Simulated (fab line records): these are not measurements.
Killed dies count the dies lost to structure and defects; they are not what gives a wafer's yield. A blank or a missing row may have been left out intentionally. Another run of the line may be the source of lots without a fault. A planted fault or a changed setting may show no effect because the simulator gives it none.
Matching of chambers	flow n5Finfet	N5_STI_FIN_REVEAL_CMP_04 on cmp-03: 4 sister chambers
The step polishes, stops on Si3N4, t overpolish 4 s, target thk 131.83 nm. 8 wafers are shown with their chamber, then 12 later ones without.

== WAFERS WITH THEIR CHAMBER ==
wafer	chamber	motorCurrentA (A)	timeToEndpointS (s)
L085.2	0	9.1	112
L087.6	0	9.2	109
L089.1	3	7.8	106
L089.2	2	8.9	105
L089.4	1	8.1	112
L091.3	1	8.5	104
L091.4	2	9.0	105
L091.5	3	7.6	102

== WAFERS WITHOUT THEIR CHAMBER ==
wafer	motorCurrentA (A)	timeToEndpointS (s)
L092.1	9.2	110
L092.4	7.7	107
L092.6	8.1	112
L092.2	8.6	107
L092.3	9.3	99
L092.5	8.6	104
L093.2	8.8	114
L093.3	8.5	110
L093.6	8.9	111
L095.1	8.0	108
L095.2	8.7	104
L095.6	9.1	100

== THE CHAMBER EACH PASSED THROUGH ==
wafer	from the rows above	in truth
L092.1	can't be placed: 0 or 2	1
L092.4	3	3
L092.6	can't be placed: 1 or 3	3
L092.2	can't be placed: 1 or 2 or 0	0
L092.3	can't be placed: 2 or 0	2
L092.5	can't be placed: 2 or 1 or 0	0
L093.2	can't be placed: 0 or 2 or 1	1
L093.3	can't be placed: 1 or 2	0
L093.6	can't be placed: 0 or 2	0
L095.1	can't be placed: 1 or 3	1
L095.2	can't be placed: 2 or 1 or 0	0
L095.6	can't be placed: 2 or 0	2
Correctly placed: 1 of 12. From these rows, 11 cannot be placed; in 9 the true chamber is one of the candidates. Wrongly placed: 0.
How it was worked out, from the rows above alone: a wafer's distance from a chamber is the root of the sum, over the readings, of the square of ((its reading less the chamber's mean) divided by the reading's scatter). If the next closest chamber is less than 2 further off than the closest, the wafer can't be placed; otherwise it belongs to the closest. The mean given for a chamber averages the wafers shown for that chamber. The scatter: take each reading less its chamber's mean, square it, sum over the shown wafers, divide by the number of wafers less the number of chambers, and take the root.
